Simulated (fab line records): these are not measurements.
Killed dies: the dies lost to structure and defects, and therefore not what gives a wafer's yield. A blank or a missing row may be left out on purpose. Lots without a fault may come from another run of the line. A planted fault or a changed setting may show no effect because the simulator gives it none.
Which tool did it?    flow nand-harc    18 wafers from 6 lots sampled at 5 of the route's 1302 steps

== WHAT THE GAUGES SHOWED, per wafer ==
NHARC_END_SORT_01.
lot    measured    on    defect-limited-yield (%)

== WHAT TOOL EACH LOT RAN ON (gives the tool, then ch and the chambers of the sampled wafers, and finally the start) ==
lot   NHARC_P_BONDPAD_PVD_27        NHARC_A_BONDPAD_PVD_27                   NHARC_THIN_TSV_STRIP_45               NHARC_THIN_TSV_DESCUM_35
L646  pvd-sputter-02, day 7 03:43   pvd-sputter-02, day 24 09:56 or earlier  plasma-asher-02 ch 0,1, day 24 09:56  rie-diel-08 ch 1,2,3, day 24 15:26
L648  pvd-sputter-02, day 7 19:34   pvd-sputter-02, day 24 08:38 or earlier  plasma-asher-02 ch 0,1, day 24 08:38  rie-diel-08 ch 0,3, day 24 13:41
L650  pvd-sputter-01, day 8 18:40   pvd-sputter-01, day 25 08:28 or earlier  plasma-asher-02 ch 0,1, day 25 08:28  rie-diel-08 ch 0,2,3, day 25 13:39
L652  pvd-sputter-02, day 9 20:08   pvd-sputter-03, day 26 23:41 or earlier  plasma-asher-02 ch 0,1, day 26 23:41  rie-diel-03 ch 0,1,3, day 27 04:46
L654  pvd-sputter-02, day 10 15:37  pvd-sputter-01, day 27 13:19 or earlier  plasma-asher-02 ch 0,1, day 27 13:19  rie-diel-02 ch 0,3, day 27 18:28
L665  pvd-sputter-02, day 14 18:16  pvd-sputter-03, day 31 19:16 or earlier  plasma-asher-01 ch 0,1, day 31 19:16  rie-diel-08 ch 0,1,2, day 32 00:31
- NHARC_P_BONDPAD_PVD_27: deposits Cu, target thk 30 nm, time 20.49 s.
- NHARC_A_BONDPAD_PVD_27: deposits Cu, target thk 30 nm, time 20.49 s.
- NHARC_THIN_TSV_STRIP_45: strips in O2.
- NHARC_THIN_TSV_DESCUM_35: chemistry O2, time 3 s.

== THE ANSWER, worked out from the rows above alone ==
Rule: what is usual is taken from the lots themselves. The widest of any qualifying gaps counts: lots, ordered by their means at a reading, are off when they make up no more than a third of the lots, leave a main group of 4 or more, and stand apart from it by 3 or more times the standard deviation of that group's means. Not used: any main group whose means are identical at the precision the tables above print for the reading. A lot without any number at a reading at which 4 lots or more have one is off too. Any other lot the step has rows for is counted as sound.
No lot is off at any reading shown: from this, nothing can be told.

== WHAT THE SIMULATOR PUT IN ==
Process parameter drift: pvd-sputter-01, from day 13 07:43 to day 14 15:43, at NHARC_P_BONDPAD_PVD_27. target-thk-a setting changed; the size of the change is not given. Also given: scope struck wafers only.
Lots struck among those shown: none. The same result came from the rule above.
